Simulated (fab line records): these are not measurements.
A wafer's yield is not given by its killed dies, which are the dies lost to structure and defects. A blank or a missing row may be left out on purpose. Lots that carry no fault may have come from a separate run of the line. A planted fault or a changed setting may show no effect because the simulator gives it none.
fab line records	flow n5-finfet
record lots=11	wafers=32	last-day=22
route steps=1938 shown BEOL_M11@1568 PASSIVATION@1936
lots untouched by any fault: they come from a run of this same line in which no faults occurred
start-h: hours from the record's first day to the start of the lot's first wafer shown	wait-h: hours since the lot's step before	" the same as in the row above	L1.1+2: a row that stands for several wafers	- no value, or no start was given	* or withheld: withheld	< > ~ a bound
route shown NAME@n: NAME is a module with steps in the file, n the number in the route of the first one	usual: the fault-free wafers' mean and standard deviation	same: alike in all rows	chamber/n: place in a boat	sites: the reading at each site	_std_site: standard deviation of those values	_edge_site: the outer-site mean with the inner-site mean subtracted	radius-mm: for every site, how far away it sits from the centre of the wafer	mask NAME#n: copy n	behind: the last tool/chamber to shape the wafer	hold: the reason the lot was held/the length of the hold in hours/how it ended	device: transistor that didn't switch, given as n, p or np	end of line: the route-end tests of the same wafers	where a step has no rows: the recipe by itself	killed: at the first sort, the dies lost to defects and structure; wafer yield is something else	map: a wafer's dies, marking killed ones x, the rest . and places with no die _
set.NAME: the setting the step ran with; set.NAME@STEP: the setting that earlier step ran with	model.NAME: the simulator's own value behind a step, which no gauge read
one table for each step of the route and one row for each wafer, over a sample of lots
services: the hour from which a tool's chamber was out of use, counted from the record's first day as start-h (under 0 if before that day), plus the number of hours and why
## steps
# step N5_BEOL_M11_CD_MEAS_28
# recipe target-cd-nm=70	landing-energy-ev=500	detector=se-inlens	polarity=opening
# usual cd-nm=69.8/0.8
lot.wafer	tool	chamber	start-h	wait-h	cd-nm
L102.2	cd-sem-01	0	275.87	-	70.2
L102.4	"	0	"	"	70.1
L102.5	"	0	"	"	69.9
L103.4	cd-sem-02	0	294.84	-	70.7
L103.5	"	0	"	"	69.8
L103.6	"	0	"	"	70.1
L107.3	cd-sem-01	0	317.69	-	70.3
L107.4	"	0	"	"	69.4
L107.5	"	0	"	"	70.6
L110.2	cd-sem-03	0	375.14	-	69.5
L110.3	"	0	"	"	69.7
L110.4	"	0	"	"	69.7
L111.4	cd-sem-02	0	380.63	-	69.7
L111.5	"	0	"	"	69.3
L111.6	"	0	"	"	70.1
L112.1	cd-sem-01	0	386.65	-	69.6
L112.2	"	0	"	"	70.0
L112.6	"	0	"	"	69.0
L117.1	cd-sem-02	0	407.97	-	71.1
L117.3	"	0	"	"	71.6
L114.2	cd-sem-02	0	408.14	-	70.8
L114.4	"	0	"	"	69.7
L114.6	"	0	"	"	69.4
L115.2	cd-sem-03	0	420.33	-	69.0
L115.5	"	0	"	"	69.6
L115.6	"	0	"	"	69.7
L123.3	cd-sem-01	0	468.52	-	68.6
L123.4	"	0	"	"	69.1
L123.6	"	0	"	"	68.7
L109.1	cd-sem-03	0	468.72	-	68.9
L109.3	"	0	"	"	68.6
L109.6	"	0	"	"	67.6
# step N5_BEOL_M11_ETCH_66
# recipe chemistry=N2/H2	target=SOC	target-depth-a=1200	overetch-a=240	mask-material=SiARC	temp-c=40	time-s=180	ion-energy-ev=200	pressure-mtorr=30	source-w=840	bias-w=150	n2-flow-sccm=200	h2-flow-sccm=200
# usual chamber-pressure-mTorr=30.000/0.024	drypump-motor-current-A=5.9/0.36	n2-flow-sccm=200.0/0.57	oes-product-au=0.65/0.047	rf-fwd-power-W=836.3/2.4	rf-vpp-V=523.9/2.3	showerhead-plenum-p-Torr=2.54/0.081	throttle-valve-pct=17.80/0.2
lot.wafer	tool	chamber	start-h	wait-h	chamber-pressure-mTorr	drypump-motor-current-A	n2-flow-sccm	oes-product-au	rf-fwd-power-W	rf-hours-counter-h	rf-vpp-V	showerhead-plenum-p-Torr	throttle-valve-pct
L102.2	rie-diel-06	2	276.04	0.0	29.970	5.5	200.8	0.62	834.7	133	524.3	2.56	17.71
L102.4	"	3	"	"	29.987	5.8	199.8	0.55	836.2	-	520.4	2.40	17.77
L102.5	"	2	"	"	30.021	5.5	199.9	0.63	838.9	-	525.0	2.56	17.72
L103.4	rie-diel-06	1	295.06	0.1	30.004	6.3	199.4	0.72	833.7	-	521.5	2.49	17.83
L103.5	"	2	"	"	29.985	5.5	200.3	0.62	833.8	-	523.9	2.55	17.71
L103.6	"	0	"	"	30.054	6.5	200.7	0.60	834.4	-	525.8	2.64	17.89
L107.3	rie-diel-03	3	317.88	0.0	29.996	6.2	200.1	0.63	833.4	136	521.2	2.44	17.62
L107.4	"	2	"	"	30.058	5.9	200.0	0.65	838.5	-	524.8	2.57	17.86
L107.5	"	0	"	"	29.998	6.0	199.6	0.66	838.3	-	521.5	2.47	17.94
L110.2	rie-diel-06	0	375.31	0.0	30.014	6.5	200.0	0.59	836.0	193	526.4	2.63	17.92
L110.3	"	2	"	"	30.025	5.5	200.1	0.61	836.1	155	523.0	2.55	17.75
L110.4	"	3	"	"	29.974	5.8	199.5	0.75	836.3	13	529.5	2.71	17.34
L111.4	rie-diel-03	0	380.80	0.0	29.991	6.0	200.5	0.66	834.5	96	523.1	2.46	17.96
L111.5	"	1	"	"	30.013	5.2	201.9	0.76	838.6	-	522.7	2.60	17.36
L111.6	"	2	"	"	30.026	5.9	199.6	0.63	835.3	-	525.8	2.57	17.91
L112.1	rie-diel-06	0	386.82	0.0	30.042	6.5	200.3	0.59	836.1	195	526.8	2.63	17.91
L112.2	"	2	"	"	30.008	5.5	200.2	0.60	834.4	157	524.4	2.55	17.76
L112.6	"	3	"	"	29.993	5.8	198.9	0.74	837.2	-	527.0	2.71	17.34
L117.1	rie-diel-01	0	408.14	0.0	29.969	5.4	200.1	0.67	838.0	69	522.0	2.47	17.82
L117.3	"	1	"	"	30.016	5.6	200.8	0.71	839.3	37	529.0	2.70	17.87
L114.2	rie-diel-06	3	408.33	0.0	30.007	5.8	200.8	0.73	832.2	19	528.9	2.71	17.35
L114.4	"	2	"	"	30.002	5.6	199.1	0.61	837.3	161	523.4	2.54	17.76
L114.6	"	1	"	"	30.014	6.3	199.9	0.69	835.7	-	522.2	2.48	17.89
L115.2	rie-diel-03	3	420.75	0.0	29.997	6.2	199.0	0.61	835.4	162	521.7	2.43	17.65
L115.5	"	3	"	"	30.054	6.2	199.7	0.60	833.7	-	522.1	2.43	17.67
L115.6	"	0	"	"	29.986	6.0	199.3	0.64	835.4	-	521.3	2.46	17.98
L123.3	rie-diel-01	1	468.73	0.0	30.004	5.6	199.5	0.69	831.8	56	527.9	2.69	17.91
L123.4	"	2	"	"	29.961	5.7	199.6	0.60	840.5	147	523.4	2.55	18.16
L123.6	"	2	"	"	30.018	5.7	200.4	0.60	837.3	-	525.4	2.55	18.16
L109.1	rie-diel-03	2	469.21	0.0	29.988	5.9	199.5	0.62	837.9	128	524.1	2.56	17.93
L109.3	"	0	"	"	30.004	6.0	200.2	0.63	834.2	118	520.5	2.45	18.01
L109.6	"	0	"	"	30.044	6.0	200.2	0.64	833.7	-	521.4	2.45	18.01
# step N5_BEOL_M11_CD_MEAS_35
# recipe target-cd-nm=70	polarity=opening
# usual cd-nm=69.9/0.48
lot.wafer	tool	chamber	start-h	wait-h	cd-nm
L102.2	cd-sem-02	-	276.60	0.0	69.6
L102.4	"	-	"	"	70.0
L102.5	"	-	"	"	70.2
L103.4	cd-sem-02	-	295.57	0.0	69.6
L103.5	"	-	"	"	69.5
L103.6	"	-	"	"	69.6
L107.3	cd-sem-01	-	318.44	0.0	70.3
L107.4	"	-	"	"	70.3
L107.5	"	-	"	"	70.2
L110.2	cd-sem-02	-	375.89	0.0	69.9
L110.3	"	-	"	"	69.1
L110.4	"	-	"	"	69.4
L111.4	cd-sem-01	-	381.36	0.0	69.9
L111.5	"	-	"	"	70.0
L111.6	"	-	"	"	69.8
L112.1	cd-sem-03	-	387.38	0.0	69.8
L112.2	"	-	"	"	69.9
L112.6	"	-	"	"	70.7
L117.1	cd-sem-02	-	408.71	0.0	69.9
L117.3	"	-	"	"	69.5
L114.2	cd-sem-03	-	408.90	0.0	70.0
L114.4	"	-	"	"	70.3
L114.6	"	-	"	"	69.9
L115.2	cd-sem-01	-	421.31	0.0	69.9
L115.5	"	-	"	"	70.8
L115.6	"	-	"	"	70.6
L123.3	cd-sem-03	-	469.29	0.0	69.6
L123.4	"	-	"	"	69.9
L123.6	"	-	"	"	69.1
L109.1	cd-sem-01	-	469.77	0.0	70.1
L109.3	"	-	"	"	70.7
L109.6	"	-	"	"	69.9
# step N5_BEOL_M11_ALD_74
# recipe material=TaN	target-thk-a=20	temp-c=275	ald-precursor-family=PDMAT	ald-co-reactant=NH3	pressure-torr=3	carrier-flow-sccm=1500	pulse-time-s=2	purge-time-s=3	co-reactant-purge-time-s=2	co-reactant-pulse-time-s=3	ald-cycles=40	precursor-vessel-temp-c=75	precursor-vessel-pressure-torr=26.25	precursor-vessel-carrier-sccm=1000
# usual ald-cycles=40/0	chamber-pressure-Torr=3.000/0.0065	heater-power-w=401/49	susceptor-temp-C=275.02/0.2
lot.wafer	tool	chamber	start-h	wait-h	ald-cycles	chamber-pressure-Torr	heater-power-w	susceptor-temp-C
L102.2	ald-metal-03	2	277.41	0.3	40	3.000	415	275.05
L102.4	"	1	"	"	40	2.992	326	275.26
L102.5	"	1	"	"	40	2.989	342	274.98
L103.4	ald-metal-03	1	296.40	0.0	40	2.996	334	275.19
L103.5	"	3	"	"	40	2.996	433	275.36
L103.6	"	0	"	"	40	2.986	378	274.82
L107.3	ald-metal-03	2	318.97	0.0	40	3.008	419	274.95
L107.4	"	0	"	"	40	3.003	369	274.92
L107.5	"	2	"	"	40	3.015	430	274.96
L110.2	ald-metal-03	1	376.70	0.0	40	3.003	334	274.71
L110.3	"	3	"	"	40	3.000	433	275.01
L110.4	"	0	"	"	40	3.007	383	275.26
L111.4	ald-metal-03	0	381.90	0.0	40	2.995	375	275.12
L111.5	"	2	"	"	40	2.997	418	274.85
L111.6	"	3	"	"	40	3.003	429	274.71
L112.1	ald-metal-03	1	388.52	0.3	33	3.005	337	-
L112.2	"	2	"	"	40	3.003	420	274.88
L112.6	"	3	"	"	40	3.002	440	275.00
L117.1	ald-metal-03	1	409.44	0.1	33	3.010	334	-
L117.3	"	0	"	"	40	2.999	368	275.25
L114.2	ald-metal-03	3	409.70	0.1	40	3.003	428	275.05
L114.4	"	0	"	"	33	3.005	368	-
L114.6	"	2	"	"	40	2.995	425	274.94
L115.2	ald-metal-01	2	421.83	0.0	40	3.008	409	275.06
L115.5	"	1	"	"	40	3.004	381	274.99
L115.6	"	0	"	"	40	2.992	340	275.39
L123.3	ald-metal-02	1	469.86	0.1	40	2.995	461	275.10
L123.4	"	3	"	"	40	2.994	470	274.87
L123.6	"	1	"	"	40	2.995	462	274.97
L109.1	ald-metal-03	3	470.70	0.1	40	3.002	430	275.09
L109.3	"	0	"	"	40	3.013	377	274.95
L109.6	"	0	"	"	40	2.999	369	275.30
# step N5_PASSIVATION_PROBE_49
# usual defect-limited-yield=91.4/1.2	killed_at_M0_to_M3=34/10	killed_at_M4_up=14/5.1	killed-at-contacts=12/6.4	killed-at-front-end=38/9.3	killed-at-other=4/3	killed-dies=102/15	killed-open=67/12	killed-short=33/6.9	sort_bin_5_function=5.0/0.86	sort_bin_6_memory=3.2/0.58	sort_bin_8_speed=0.00/0.0099	sort-n-pass=1078/15	sort-yield-pct=91.4/1.2
# same gross-dies=1180	killed-at-back-side=0	sort_bin_4_leakage[%]=0
lot.wafer	tool	chamber	start-h	wait-h	defect-limited-yield[%]	killed_at_M0_to_M3	killed_at_M4_up	killed-at-contacts	killed-at-front-end	killed-at-other	killed-dies	killed-open	killed-short	sort_bin_5_function[%]	sort_bin_6_memory[%]	sort_bin_8_speed[%]	sort-n-pass	sort-yield-pct[%]
L112.1	prober-01	-	435.03	0.0	91.0	44	17	19	23	3	106	68	36	5.7	3.1	0	1074	91.0
L117.1	prober-02	-	451.83	0.0	89.9	41	13	9	50	6	119	80	39	5.3	4.2	0	1061	89.9
# killed by level:class
L112.1 MOL_CONTACT_COAG:geometric-particle:open=16 BEOL_M0_SAQP:geometric-particle:short=16 BEOL_M0_SAQP:geometric-particle:open=12 BEOL_M4:geometric-particle:open=8 BEOL_M1:geometric-particle:open=7 BEOL_M3:geometric-particle:open=6 FIN_SAQP:geometric-particle:open=4 FIN_SAQP:geometric-particle:short=4
L117.1 STI_FIN_REVEAL:geometric-particle:open=22 BEOL_M0_SAQP:geometric-particle:short=10 BEOL_M3:geometric-particle:open=9 FIN_SAQP:geometric-particle:short=7 MOL_CONTACT_COAG:geometric-particle:open=7 BEOL_M1:geometric-particle:open=7 BEOL_M0_SAQP:geometric-particle:open=6 FIN_SAQP:geometric-particle:open=5
## services
tool	chamber	start-h	hours	kind
rie-diel-01	2	254.21	11.8	repair
rie-diel-06	3	270.58	2.7	repair
ald-metal-02	2	279.71	4.9	repair
rie-diel-03	1	291.71	-	clean
rie-diel-03	1	291.71	-	consumable-replace:focus-ring
rie-diel-03	1	291.71	26.1	scheduled-down
rie-diel-03	1	291.71	26.1	vent-cycle
rie-diel-06	3	293.02	-	clean
rie-diel-06	3	293.02	-	consumable-replace:focus-ring
rie-diel-06	3	293.02	-	consumable-replace:showerhead
rie-diel-06	3	293.02	24.9	scheduled-down
rie-diel-06	3	293.02	24.9	vent-cycle
ald-metal-03	3	317.39	12.6	repair
rie-diel-01	0	323.77	1.3	repair
ald-metal-01	-	337.25	14.0	pm
ald-metal-01	0	337.25	14.0	vent-cycle
ald-metal-01	1	337.25	14.0	vent-cycle
ald-metal-03	1	357.38	-	calibration
ald-metal-03	0	357.69	4.9	repair
ald-metal-03	3	368.52	5.5	repair
ald-metal-01	2	395.36	5.5	repair
rie-diel-01	-	424.75	0.6	repair
ald-metal-03	2	434.81	25.9	repair
ald-metal-03	1	461.20	12.3	repair
## key
first-sign step=N5_BEOL_M11_ALD_74	reading=ald-cycles	direction=down	sigmas=99+	usual=*	struck=*
effect none on later readings
met-at N5_BEOL_M11_ALD_74
struck-lots L112,L114,L117
struck-wafers L112.1,L114.4,L117.1
not-acting-at N5_BEOL_M11_CD_MEAS_28,N5_BEOL_M11_ETCH_66,N5_BEOL_M11_CD_MEAS_35
onset-between 381.90 388.52
fault kind=process-parameter-drift	tool=ald-metal-03	chamber=-	onset-h=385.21	steps=N5_BEOL_M11_ALD_74	channel=ald-cycles	offset=*	shape=step	end-h=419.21	scope=struck-wafers-only	acts-in=*	stated=*
